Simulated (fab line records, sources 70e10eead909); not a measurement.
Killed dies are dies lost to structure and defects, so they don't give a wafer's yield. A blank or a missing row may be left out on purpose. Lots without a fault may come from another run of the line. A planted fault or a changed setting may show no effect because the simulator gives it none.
Which tool did it? | flow nand_harc | 6 lots, 18 wafers sampled, at 4 steps of a route of 1302

WHAT THE GAUGES READ, wafer by wafer
NHARC_END_SORT_01.
lot  | measured     | on        | killed_at_periphery
L337 | day 29 19:11 | prober-02 | 657 654 655
L342 | day 31 19:35 | prober-01 | 4 2 5
L345 | day 33 05:14 | prober-02 | 3 0 2
L347 | day 34 13:49 | prober-01 | 3 8 7

WHICH TOOL RAN EACH LOT (tool, then ch and the chambers of the sampled wafers, then the start)
lot  | NHARC_P_M2_DEP_33               | NHARC_P_BONDPAD_ETCH_12            | NHARC_P_BONDPAD_PVD_17
L327 | pecvd-03 ch 0,2, day 7 14:26    | rie_diel-10 ch 1,2, day 7 16:28    | pvd_sputter-02, no start
L330 | pecvd-04 ch 0,1,2, day 8 23:11  | rie_diel-06 ch 0,2,3, day 9 01:05  | pvd_sputter-02, no start
L337 | pecvd-02 ch 0,1,2, day 12 11:58 | rie_diel-09 ch 2,3, day 12 14:06   | pvd_sputter-02, day 29 19:11 or earlier
L342 | pecvd-02 ch 0,1,2, day 13 23:55 | rie_diel-09 ch 0,2,3, day 14 01:49 | pvd_sputter-01, day 31 19:35 or earlier
L345 | pecvd-04 ch 0,1,2, day 14 21:19 | rie_diel-10 ch 0,3, day 14 23:17   | pvd_sputter-03, day 33 05:14 or earlier
L347 | pecvd-03 ch 0,2, day 16 01:17   | rie_diel-09 ch 1,2, day 16 03:13   | pvd_sputter-02, day 34 13:49 or earlier
- NHARC_P_M2_DEP_33: deposits SiCN, target thk 30 nm.
- NHARC_P_BONDPAD_ETCH_12: etches the open film in CHF3/O2, target depth 200 nm, time 100 s.
- NHARC_P_BONDPAD_PVD_17: deposits TaN, target thk 5 nm, time 8.06 s.

THE ANSWER, worked out from the rows above alone
Rule: what is usual is taken from the lots themselves. Put in order of their means at a reading, lots are off if they are a third of the lots or fewer, leave a main group of 4 or more, and stand apart from it by a gap of 3 or more times the standard deviation of the main group's means; of several such gaps the widest counts. A main group whose means are all the same, to the digits that the tables above print for the reading, isn't used. A lot without any number at a reading at which 4 lots or more have one is off too. The other lots that the step has rows for count as sound.
No lot is off at any reading shown: from this, nothing can be told.

WHAT THE SIMULATOR HAD PUT IN
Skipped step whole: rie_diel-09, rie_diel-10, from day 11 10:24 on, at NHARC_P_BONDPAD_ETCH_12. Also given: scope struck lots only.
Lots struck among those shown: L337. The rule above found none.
